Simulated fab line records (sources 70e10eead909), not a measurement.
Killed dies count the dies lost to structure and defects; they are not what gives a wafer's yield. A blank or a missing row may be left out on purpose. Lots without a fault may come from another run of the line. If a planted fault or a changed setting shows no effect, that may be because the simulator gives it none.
fab line records	flow nand_harc	part 1 of 2: steps 1 to 19 of 26
record lots=5	wafers=15	last_day=30
route steps=1302 shown A_CONTACT@999
lots with no fault: from the same line, run without faults
start_h: start of the lot's first displayed wafer, in hours after the record's first day	wait_h: hours from the lot's prior step to this one	" repeats the value in the row above	L1.1+2: a row that stands for several wafers	- either no value or no given start	* or withheld: withheld	< > ~ a bound
route shown NAME@n: names a module that has steps shown in the file, with the first one's number in the route	usual: mean/standard deviation taken from wafers without a fault	same: alike in all rows	chamber/n: place in a boat	sites: per-site readings	_std_site: their standard deviation	_edge_site: the outer-site mean with the inner-site mean subtracted	radius_mm: how far each site lies from the wafer's centre	mask NAME#n: copy n	behind: the tool/chamber that last shaped the wafer	hold: cause of the lot's hold/its duration in hours/its outcome	device: the n, p or np transistor that did not switch	end of line: tests of these same wafers at the route's end	a step with no rows: only its recipe	killed: the dies lost at the first sort to structure and to defects; this is not the yield of the wafer	map: dies across one wafer; x = killed, . = not, _ = none there
set.NAME: setting as actually run; set.NAME@STEP: the setting as run at that earlier step	model.NAME: the simulator's own value behind a step, which no gauge read
certain route steps with their lots: each step a table, each wafer a row
services: from which hour (start_h, from the record's first day; less than 0 if before it) a tool's chamber was out of use, for how many hours, and why
## steps
# step NHARC_A_CONTACT_INSPECT_44
# usual raw_defect_count=79/35
lot.wafer	tool	chamber	start_h	wait_h	raw_defect_count
L074.1	defect_inspect-02	-	502.34	0.0	126
L074.3	"	-	"	"	117
L074.4	"	-	"	"	117
L083.1	defect_inspect-01	-	579.62	0.0	147
L083.4	"	-	"	"	156
L083.6	"	-	"	"	170
L084.1	defect_inspect-02	-	594.76	0.0	18
L084.2	"	-	"	"	13
L084.3	"	-	"	"	17
L085.1	defect_inspect-02	-	605.24	0.0	149
L085.4	"	-	"	"	141
L085.6	"	-	"	"	144
L091.2	defect_inspect-02	-	638.26	0.0	88
L091.4	"	-	"	"	91
L091.6	"	-	"	"	98
# step NHARC_A_CONTACT_DESCUM_47
# recipe time_s=3	o2_flow_sccm=200	ar_flow_sccm=0	bias_power_w=0	chemistry=O2
# usual drypump_motor_current_A=5.6/0.39	oes_product_au=1.002/0.01	rf_vpp_V=57.6/0.91	showerhead_plenum_p_Torr=1.89/0.1	throttle_valve_pct=11.311/0.0087
lot.wafer	tool	chamber	start_h	wait_h	drypump_motor_current_A	oes_product_au	rf_hours_counter_h	rf_vpp_V	showerhead_plenum_p_Torr	throttle_valve_pct
L074.4	rie_diel-05	2	502.40	0.1	5.9	1.012	31	58.2	1.94	11.294
L074.1	"	0	"	"	5.0	1.024	30	57.4	1.93	11.315
L074.3	"	1	"	"	5.8	1.016	32	59.5	2.03	11.309
L083.4	rie_diel-11	1	579.69	0.1	6.1	0.997	18	56.8	1.78	11.326
L083.1	"	3	"	"	5.0	1.022	18	57.8	1.99	11.310
L083.6	"	0	"	"	5.4	1.014	-	58.7	2.03	11.312
L084.1	rie_diel-11	2	594.86	0.1	5.8	0.996	23	57.4	1.80	11.317
L084.2	"	3	"	"	5.1	1.022	22	58.2	1.99	11.327
L084.3	"	0	"	"	5.4	1.006	22	56.8	2.02	11.334
L085.4	rie_diel-05	1	605.31	0.1	5.8	0.989	3	57.5	2.01	11.294
L085.1	"	3	"	"	5.2	0.992	4	57.4	2.04	11.315
L085.6	"	0	"	"	5.0	0.993	-	57.1	1.92	11.311
L091.4	rie_diel-11	1	638.33	0.1	6.0	1.002	3	57.4	1.78	11.316
L091.2	"	2	"	"	5.8	1.006	4	56.7	1.80	11.323
L091.6	"	0	"	"	5.4	0.998	-	56.9	2.02	11.323
# step NHARC_A_CONTACT_ETCH_48
# recipe target_depth_a=390	over_etch_frac=0.3	time_s=65	ion_energy_ev=80	cf4_flow_sccm=150	ar_flow_sccm=0	rf_w=300	bias_w=100	chemistry=CF4
# usual bias_w=99.98/0.29	drypump_motor_current_A=5.6/0.4	oes_product_au=1.001/0.01	rf_vpp_V=151.1/1.3	showerhead_plenum_p_Torr=1.75/0.087	throttle_valve_pct=13.284/0.009
lot.wafer	tool	chamber	start_h	wait_h	bias_w	drypump_motor_current_A	oes_product_au	rf_hours_counter_h	rf_vpp_V	showerhead_plenum_p_Torr	throttle_valve_pct
L074.4	rie_diel-05	3	502.50	0.1	99.53	5.2	0.994	29	152.9	1.88	13.286
L074.3	"	0	"	"	99.82	5.0	1.008	30	151.4	1.79	13.289
L074.1	"	1	"	"	100.03	5.8	1.011	32	152.4	1.87	13.283
L083.4	rie_diel-11	0	579.76	0.1	99.98	5.4	0.999	18	152.8	1.86	13.273
L083.1	"	3	"	"	100.01	5.0	1.018	18	152.7	1.84	13.284
L083.6	"	1	"	"	100.06	6.0	1.004	-	149.2	1.66	13.276
L084.3	rie_diel-11	3	594.94	0.1	99.94	5.0	1.013	22	150.6	1.84	13.265
L084.1	"	0	"	"	99.99	5.4	1.000	22	154.0	1.86	13.289
L084.2	"	2	"	"	100.36	5.8	1.002	23	150.0	1.67	13.289
L085.4	rie_diel-05	2	605.39	0.1	99.82	5.9	1.014	4	151.8	1.78	13.280
L085.1	"	3	"	"	100.32	5.2	0.990	4	152.0	1.87	13.294
L085.6	"	2	"	"	99.86	5.9	1.011	-	151.7	1.78	13.289
L091.2	rie_diel-11	2	638.41	0.1	100.25	5.8	1.003	4	149.7	1.67	13.280
L091.4	"	3	"	"	100.21	5.1	0.991	4	150.4	1.83	13.275
L091.6	"	1	"	"	100.21	6.1	0.999	-	148.6	1.65	13.285
# step NHARC_A_CONTACT_ETCH_49
# recipe target_depth_a=2600	over_etch_frac=0.3	time_s=475.3	ion_energy_ev=200	n2_flow_sccm=150	h2_flow_sccm=150	ar_flow_sccm=0	rf_w=400	bias_w=150	chemistry=N2/H2
# usual bias_w=150.0/0.43	drypump_motor_current_A=5.6/0.42	oes_product_au=1.001/0.0092	rf_vpp_V=430/3.1	showerhead_plenum_p_Torr=2.02/0.11	throttle_valve_pct=14.172/0.0097
lot.wafer	tool	chamber	start_h	wait_h	bias_w	drypump_motor_current_A	oes_product_au	rf_hours_counter_h	rf_vpp_V	showerhead_plenum_p_Torr	throttle_valve_pct
L074.1	rie_diel-05	0	-	-	150.1	5.0	1.012	30	433	2.06	14.157
L074.4	"	1	"	"	150.0	5.8	1.006	32	433	2.16	14.177
L074.3	"	3	"	"	150.6	5.2	0.999	29	434	2.19	14.165
L083.4	rie_diel-11	2	-	-	150.5	5.8	0.989	19	428	1.92	14.177
L083.1	"	0	"	"	149.5	5.4	0.994	18	434	2.16	14.173
L083.6	"	2	"	"	150.0	5.8	0.985	-	426	1.92	14.169
L084.1	rie_diel-11	3	-	-	150.2	5.0	1.011	22	433	2.12	14.179
L084.3	"	0	"	"	150.4	5.4	1.009	23	433	2.16	14.168
L084.2	"	1	"	"	149.1	6.1	1.013	21	425	1.89	14.168
L085.1	rie_diel-05	1	-	-	150.5	5.8	0.997	3	434	2.15	14.175
L085.4	"	3	"	"	150.4	5.2	0.992	4	433	2.17	14.166
L085.6	"	2	"	"	150.1	5.9	1.017	-	431	2.06	14.157
L091.2	rie_diel-11	1	-	-	150.8	6.1	1.003	3	426	1.89	14.182
L091.4	"	2	"	"	150.5	5.8	1.006	4	426	1.91	14.174
L091.6	"	3	"	"	150.3	5.1	0.992	-	432	2.12	14.179
# step NHARC_A_CONTACT_ETCH_50
# recipe target_depth_a=1210	time_s=60.5	cf4_flow_sccm=100	chf3_flow_sccm=30	ar_flow_sccm=0	rf_w=500	bias_w=200	chemistry=CF4/CHF3
# usual bias_w=200.0/0.67	drypump_motor_current_A=5.6/0.41	oes_product_au=0.954/0.023	rf_vpp_V=370.4/2.7	showerhead_plenum_p_Torr=1.57/0.078	throttle_valve_pct=16.803/0.009
lot.wafer	tool	chamber	start_h	wait_h	bias_w	drypump_motor_current_A	oes_product_au	rf_hours_counter_h	rf_vpp_V	showerhead_plenum_p_Torr	throttle_valve_pct
L074.1	rie_diel-05	3	-	-	200.1	5.2	0.971	29	374.0	1.68	16.789
L074.4	"	0	"	"	199.7	5.0	0.992	30	370.1	1.59	16.799
L074.3	"	1	"	"	199.6	5.8	0.997	32	373.1	1.66	16.789
L083.1	rie_diel-11	0	-	-	199.4	5.4	0.962	18	373.7	1.66	16.807
L083.4	"	2	"	"	200.3	5.8	0.971	20	366.6	1.49	16.793
L083.6	"	0	"	"	199.6	5.4	0.961	-	373.5	1.66	16.799
L084.1	rie_diel-11	3	-	-	199.4	5.0	0.976	22	373.3	1.63	16.804
L084.2	"	0	"	"	201.1	5.4	0.984	23	373.0	1.66	16.797
L084.3	"	1	"	"	200.2	6.1	0.985	21	367.6	1.47	16.788
L085.1	rie_diel-05	1	-	-	200.1	5.8	0.947	4	371.8	1.65	16.793
L085.4	"	0	"	"	199.7	5.0	0.956	3	370.7	1.58	16.811
L085.6	"	1	"	"	200.3	5.8	0.947	-	373.5	1.65	16.795
L091.4	rie_diel-11	0	-	-	200.3	5.4	0.951	3	373.1	1.66	16.803
L091.2	"	3	"	"	199.5	5.0	0.972	4	371.5	1.63	16.813
L091.6	"	1	"	"	200.3	6.0	0.974	-	365.0	1.47	16.807
# step NHARC_A_CONTACT_ETCH_51
# recipe target_depth_a=70000	over_etch_frac=0.3	time_s=1820	ion_energy_ev=150	o2_flow_sccm=400	cos_flow_sccm=20	ar_flow_sccm=0	rf_w=500	bias_w=300	chemistry=O2/COS
# usual bias_w=299.9/0.93	drypump_motor_current_A=5.6/0.42	oes_product_au=1.001/0.011	rf_vpp_V=313.9/2.5	showerhead_plenum_p_Torr=3.11/0.16	throttle_valve_pct=28.330/0.0082
lot.wafer	tool	chamber	start_h	wait_h	bias_w	drypump_motor_current_A	oes_product_au	rf_hours_counter_h	rf_vpp_V	showerhead_plenum_p_Torr	throttle_valve_pct
L074.3	rie_diel-05	0	-	-	299.6	5.0	1.019	30	314.3	3.15	28.325
L074.1	"	2	"	"	298.8	5.9	1.006	32	315.6	3.17	28.321
L074.4	"	3	"	"	299.7	5.2	1.010	30	317.0	3.33	28.333
L083.1	rie_diel-11	0	-	-	301.7	5.4	1.012	18	317.4	3.29	28.323
L083.4	"	1	"	"	298.4	6.1	1.007	18	311.6	2.92	28.325
L083.6	"	0	"	"	301.6	5.4	1.004	-	316.9	3.29	28.340
L084.2	rie_diel-11	3	-	-	300.2	5.1	1.025	23	315.9	3.24	28.330
L084.3	"	0	"	"	299.4	5.4	1.005	23	315.2	3.29	28.343
L084.1	"	2	"	"	302.7	5.8	0.990	23	310.9	2.95	28.329
L085.1	rie_diel-05	1	-	-	301.8	5.8	0.997	4	316.6	3.28	28.318
L085.4	"	2	"	"	301.6	5.9	1.014	5	313.4	3.15	28.326
L085.6	"	0	"	"	299.9	5.0	0.996	-	314.4	3.14	28.321
L091.2	rie_diel-11	1	-	-	299.1	6.1	1.015	4	310.5	2.91	28.321
L091.4	"	2	"	"	299.5	5.8	1.004	5	311.1	2.95	28.325
L091.6	"	1	"	"	299.5	6.0	1.003	-	311.3	2.91	28.333
# step NHARC_A_CONTACT_ETCH_111
# recipe source_w=withheld	pressure_mtorr=20	bias_v=withheld	time_s=140	target_depth_a=7000	ar_flow_sccm=withheld	c4f8_flow_sccm=withheld	o2_flow_sccm=withheld	chemistry=C4F8/O2/Ar
lot.wafer	tool	chamber	start_h	wait_h	rf_hours_counter_h
L074.1	har_cap_etch-03	1	504.24	-	40
L074.4	"	1	"	"	-
L074.3	"	0	"	"	-
L083.1	har_cap_etch-02	1	581.50	-	96
L083.4	"	0	"	"	-
L083.6	"	0	"	"	-
L084.2	har_cap_etch-01	1	596.69	-	15
L084.1	"	0	"	"	15
L084.3	"	1	"	"	-
L085.1	har_cap_etch-03	1	607.14	-	60
L085.4	"	0	"	"	-
L085.6	"	0	"	"	-
L091.2	har_cap_etch-01	0	640.16	-	24
L091.4	"	1	"	"	-
L091.6	"	0	"	"	-
# step NHARC_A_CONTACT_ETCH_112
# recipe source_w=withheld	pressure_mtorr=20	bias_v=3000	time_s=190	target_depth_a=18500	ar_flow_sccm=withheld	c4f8_flow_sccm=withheld	o2_flow_sccm=withheld	chemistry=C4F8/O2/Ar
lot.wafer	tool	chamber	start_h	wait_h	rf_hours_counter_h
L074.1	har_cap_etch-03	1	504.44	0.2	40
L074.4	"	1	"	"	-
L074.3	"	0	"	"	-
L083.1	har_cap_etch-02	1	581.71	0.2	96
L083.4	"	0	"	"	-
L083.6	"	0	"	"	-
L084.2	har_cap_etch-01	1	596.89	0.2	15
L084.1	"	0	"	"	15
L084.3	"	1	"	"	-
L085.1	har_cap_etch-03	1	607.34	0.2	60
L085.4	"	0	"	"	-
L085.6	"	0	"	"	-
L091.2	har_cap_etch-01	0	640.36	0.2	24
L091.4	"	1	"	"	-
L091.6	"	0	"	"	-
# step NHARC_A_CONTACT_ETCH_113
# recipe source_w=withheld	pressure_mtorr=20	bias_v=3000	time_s=190	target_depth_a=18500	ar_flow_sccm=withheld	c4f8_flow_sccm=withheld	o2_flow_sccm=withheld	chemistry=C4F8/O2/Ar
lot.wafer	tool	chamber	start_h	wait_h	rf_hours_counter_h
L074.1	har_cap_etch-03	1	504.61	0.1	41
L074.4	"	1	"	"	-
L074.3	"	0	"	"	-
L083.1	har_cap_etch-02	1	581.88	0.1	96
L083.4	"	0	"	"	-
L083.6	"	0	"	"	-
L084.2	har_cap_etch-01	1	597.05	0.1	15
L084.1	"	0	"	"	15
L084.3	"	1	"	"	-
L085.1	har_cap_etch-03	1	607.51	0.1	60
L085.4	"	0	"	"	-
L085.6	"	0	"	"	-
L091.2	har_cap_etch-01	0	640.53	0.1	24
L091.4	"	1	"	"	-
L091.6	"	0	"	"	-
# step NHARC_A_CONTACT_ETCH_114
# recipe source_w=withheld	pressure_mtorr=20	bias_v=3000	time_s=190	target_depth_a=18500	ar_flow_sccm=withheld	c4f8_flow_sccm=withheld	o2_flow_sccm=withheld	chemistry=C4F8/O2/Ar
lot.wafer	tool	chamber	start_h	wait_h	rf_hours_counter_h
L074.1	har_cap_etch-03	1	504.78	0.1	41
L074.4	"	1	"	"	-
L074.3	"	0	"	"	-
L083.1	har_cap_etch-02	1	582.05	0.1	97
L083.4	"	0	"	"	-
L083.6	"	0	"	"	-
L084.2	har_cap_etch-01	1	597.22	0.1	15
L084.1	"	0	"	"	15
L084.3	"	1	"	"	-
L085.1	har_cap_etch-03	1	607.68	0.1	61
L085.4	"	0	"	"	-
L085.6	"	0	"	"	-
L091.2	har_cap_etch-01	0	640.70	0.1	24
L091.4	"	1	"	"	-
L091.6	"	0	"	"	-
# step NHARC_A_CONTACT_ETCH_115
# recipe source_w=withheld	pressure_mtorr=20	bias_v=3000	time_s=190	target_depth_a=18500	ar_flow_sccm=withheld	c4f8_flow_sccm=withheld	o2_flow_sccm=withheld	chemistry=C4F8/O2/Ar
lot.wafer	tool	chamber	start_h	wait_h	rf_hours_counter_h
L074.1	har_cap_etch-03	1	504.95	0.1	41
L074.4	"	1	"	"	-
L074.3	"	0	"	"	-
L083.1	har_cap_etch-02	1	582.22	0.1	97
L083.4	"	0	"	"	-
L083.6	"	0	"	"	-
L084.2	har_cap_etch-01	1	597.39	0.1	15
L084.1	"	0	"	"	15
L084.3	"	1	"	"	-
L085.1	har_cap_etch-03	1	607.85	0.1	61
L085.4	"	0	"	"	-
L085.6	"	0	"	"	-
L091.2	har_cap_etch-01	0	640.88	0.1	24
L091.4	"	1	"	"	-
L091.6	"	0	"	"	-
# step NHARC_A_CONTACT_ETCH_116
# recipe source_w=withheld	pressure_mtorr=20	bias_v=3000	time_s=190	target_depth_a=18500	ar_flow_sccm=withheld	c4f8_flow_sccm=withheld	o2_flow_sccm=withheld	chemistry=C4F8/O2/Ar
lot.wafer	tool	chamber	start_h	wait_h	rf_hours_counter_h
L074.1	har_cap_etch-03	1	505.12	0.1	41
L074.4	"	1	"	"	-
L074.3	"	0	"	"	-
L083.1	har_cap_etch-02	1	582.39	0.1	97
L083.4	"	0	"	"	-
L083.6	"	0	"	"	-
L084.2	har_cap_etch-01	1	597.56	0.1	16
L084.1	"	0	"	"	16
L084.3	"	1	"	"	-
L085.1	har_cap_etch-03	1	608.02	0.1	61
L085.4	"	0	"	"	-
L085.6	"	0	"	"	-
L091.2	har_cap_etch-01	0	641.05	0.1	25
L091.4	"	1	"	"	-
L091.6	"	0	"	"	-
# step NHARC_A_CONTACT_ETCH_117
# recipe source_w=withheld	pressure_mtorr=20	bias_v=3000	time_s=190	target_depth_a=18500	ar_flow_sccm=withheld	c4f8_flow_sccm=withheld	o2_flow_sccm=withheld	chemistry=C4F8/O2/Ar
lot.wafer	tool	chamber	start_h	wait_h	rf_hours_counter_h
L074.1	har_cap_etch-03	1	505.29	0.1	41
L074.4	"	1	"	"	-
L074.3	"	0	"	"	-
L083.1	har_cap_etch-02	1	582.57	0.1	97
L083.4	"	0	"	"	-
L083.6	"	0	"	"	-
L084.2	har_cap_etch-01	1	597.74	0.1	16
L084.1	"	0	"	"	16
L084.3	"	1	"	"	-
L085.1	har_cap_etch-03	1	608.19	0.1	61
L085.4	"	0	"	"	-
L085.6	"	0	"	"	-
L091.2	har_cap_etch-01	0	641.22	0.1	25
L091.4	"	1	"	"	-
L091.6	"	0	"	"	-
# step NHARC_A_CONTACT_ETCH_118
# recipe source_w=withheld	pressure_mtorr=20	bias_v=3000	time_s=190	target_depth_a=18500	ar_flow_sccm=withheld	c4f8_flow_sccm=withheld	o2_flow_sccm=withheld	chemistry=C4F8/O2/Ar
lot.wafer	tool	chamber	start_h	wait_h	rf_hours_counter_h
L074.1	har_cap_etch-03	1	505.46	0.1	41
L074.4	"	1	"	"	-
L074.3	"	0	"	"	-
L083.1	har_cap_etch-02	1	582.74	0.1	97
L083.4	"	0	"	"	-
L083.6	"	0	"	"	-
L084.2	har_cap_etch-01	1	597.91	0.1	16
L084.1	"	0	"	"	16
L084.3	"	1	"	"	-
L085.1	har_cap_etch-03	1	608.36	0.1	61
L085.4	"	0	"	"	-
L085.6	"	0	"	"	-
L091.2	har_cap_etch-01	0	641.39	0.1	25
L091.4	"	1	"	"	-
L091.6	"	0	"	"	-
# step NHARC_A_CONTACT_ETCH_119
# recipe source_w=withheld	pressure_mtorr=20	bias_v=3000	time_s=190	target_depth_a=18500	ar_flow_sccm=withheld	c4f8_flow_sccm=withheld	o2_flow_sccm=withheld	chemistry=C4F8/O2/Ar
lot.wafer	tool	chamber	start_h	wait_h	rf_hours_counter_h
L074.1	har_cap_etch-03	1	505.63	0.1	41
L074.4	"	1	"	"	-
L074.3	"	0	"	"	-
L083.1	har_cap_etch-02	1	582.91	0.1	97
L083.4	"	0	"	"	-
L083.6	"	0	"	"	-
L084.2	har_cap_etch-01	1	598.08	0.1	16
L084.1	"	0	"	"	16
L084.3	"	1	"	"	-
L085.1	har_cap_etch-03	1	608.53	0.1	61
L085.4	"	0	"	"	-
L085.6	"	0	"	"	-
L091.2	har_cap_etch-01	0	641.56	0.1	25
L091.4	"	1	"	"	-
L091.6	"	0	"	"	-
# step NHARC_A_CONTACT_ETCH_120
# recipe source_w=withheld	pressure_mtorr=20	bias_v=3000	time_s=190	target_depth_a=18500	ar_flow_sccm=withheld	c4f8_flow_sccm=withheld	o2_flow_sccm=withheld	chemistry=C4F8/O2/Ar
lot.wafer	tool	chamber	start_h	wait_h	rf_hours_counter_h
L074.1	har_cap_etch-03	1	505.80	0.1	42
L074.4	"	1	"	"	-
L074.3	"	0	"	"	-
L083.1	har_cap_etch-02	1	583.08	0.1	97
L083.4	"	0	"	"	-
L083.6	"	0	"	"	-
L084.2	har_cap_etch-01	1	598.25	0.1	16
L084.1	"	0	"	"	16
L084.3	"	1	"	"	-
L085.1	har_cap_etch-03	1	608.70	0.1	61
L085.4	"	0	"	"	-
L085.6	"	0	"	"	-
L091.2	har_cap_etch-01	0	641.73	0.1	25
L091.4	"	1	"	"	-
L091.6	"	0	"	"	-
# step NHARC_A_CONTACT_ETCH_121
# recipe source_w=withheld	pressure_mtorr=20	bias_v=3000	time_s=190	target_depth_a=18500	ar_flow_sccm=withheld	c4f8_flow_sccm=withheld	o2_flow_sccm=withheld	chemistry=C4F8/O2/Ar
lot.wafer	tool	chamber	start_h	wait_h	rf_hours_counter_h
L074.1	har_cap_etch-03	1	505.97	0.1	42
L074.4	"	1	"	"	-
L074.3	"	0	"	"	-
L083.1	har_cap_etch-02	1	583.25	0.1	98
L083.4	"	0	"	"	-
L083.6	"	0	"	"	-
L084.2	har_cap_etch-01	1	598.43	0.1	16
L084.1	"	0	"	"	16
L084.3	"	1	"	"	-
L085.1	har_cap_etch-03	1	608.87	0.1	62
L085.4	"	0	"	"	-
L085.6	"	0	"	"	-
L091.2	har_cap_etch-01	0	641.90	0.1	25
L091.4	"	1	"	"	-
L091.6	"	0	"	"	-
# step NHARC_A_CONTACT_ETCH_122
# recipe source_w=withheld	pressure_mtorr=20	bias_v=3000	time_s=190	target_depth_a=18500	ar_flow_sccm=withheld	c4f8_flow_sccm=withheld	o2_flow_sccm=withheld	chemistry=C4F8/O2/Ar
lot.wafer	tool	chamber	start_h	wait_h	rf_hours_counter_h
L074.1	har_cap_etch-03	1	506.14	0.1	42
L074.4	"	1	"	"	-
L074.3	"	0	"	"	-
L083.1	har_cap_etch-02	1	583.42	0.1	98
L083.4	"	0	"	"	-
L083.6	"	0	"	"	-
L084.2	har_cap_etch-01	1	598.60	0.1	17
L084.1	"	0	"	"	17
L084.3	"	1	"	"	-
L085.1	har_cap_etch-03	1	609.05	0.1	62
L085.4	"	0	"	"	-
L085.6	"	0	"	"	-
L091.2	har_cap_etch-01	0	642.07	0.1	26
L091.4	"	1	"	"	-
L091.6	"	0	"	"	-
# step NHARC_A_CONTACT_ETCH_123
# recipe source_w=withheld	pressure_mtorr=20	bias_v=400	time_s=490	target_depth_a=21100	ar_flow_sccm=withheld	c4f8_flow_sccm=11.5	o2_flow_sccm=7.2	chemistry=C4F8/O2/Ar
lot.wafer	tool	chamber	start_h	wait_h	rf_hours_counter_h
L074.1	har_cap_etch-03	1	506.31	0.1	42
L074.4	"	1	"	"	-
L074.3	"	0	"	"	-
L083.1	har_cap_etch-02	1	583.58	0.1	98
L083.4	"	0	"	"	-
L083.6	"	0	"	"	-
L084.2	har_cap_etch-01	1	598.77	0.1	17
L084.1	"	0	"	"	17
L084.3	"	1	"	"	-
L085.1	har_cap_etch-03	1	609.22	0.1	62
L085.4	"	0	"	"	-
L085.6	"	0	"	"	-
L091.2	har_cap_etch-01	0	642.24	0.1	26
L091.4	"	1	"	"	-
L091.6	"	0	"	"	-
